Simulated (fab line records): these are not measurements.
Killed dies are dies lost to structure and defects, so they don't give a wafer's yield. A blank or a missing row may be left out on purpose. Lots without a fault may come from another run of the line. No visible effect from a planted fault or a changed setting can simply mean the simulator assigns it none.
Chamber matching -- flow nand harc -- cmp-01 running NHARC_THIN_TSV_CMP_21: 4 sister chambers
The step polishes, t overpolish 30 s, target thk 2000 nm. 4 wafers are shown with their chamber, then 8 later ones without.

WAFERS WITH THEIR CHAMBER
wafer,chamber,motor current A (A)
L297.6,2,12.0
L304.3,3,12.8
L304.4,0,11.5
L313.2,1,11.8

WAFERS WHOSE CHAMBER IS MISSING
wafer,motor current A (A)
L313.5,12.2
L313.6,12.9
L317.4,13.3
L317.5,12.7
L317.6,12.3
L318.1,11.6
L318.2,11.5
L318.5,12.1

THE CHAMBER EACH PASSED THROUGH
wafer,from the rows above,in truth
L313.5,can't be placed: 2 or 1 or 3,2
L313.6,3,3
L317.4,3,3
L317.5,3,3
L317.6,can't be placed: 2 or 1 or 3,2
L318.1,can't be placed: 0 or 1 or 2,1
L318.2,can't be placed: 0 or 1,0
L318.5,can't be placed: 2 or 1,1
Placed correctly: 3 of 8. Unplaceable from these rows: 5, with the true chamber sitting among the candidates in 5. Wrongly placed: 0.
How it was worked out, from the rows above alone: a wafer's distance from a chamber is the root of the sum, over the readings, of the square of ((its reading less the chamber's mean) divided by the reading's scatter). If the next closest chamber is less than 2 further off than the closest, the wafer can't be placed; otherwise it belongs to the closest. For every chamber, the mean is computed from those of its wafers that are shown. The scatter: root of mean squared gap, hidden wafer to nearest shown wafer, with one shown wafer a chamber.
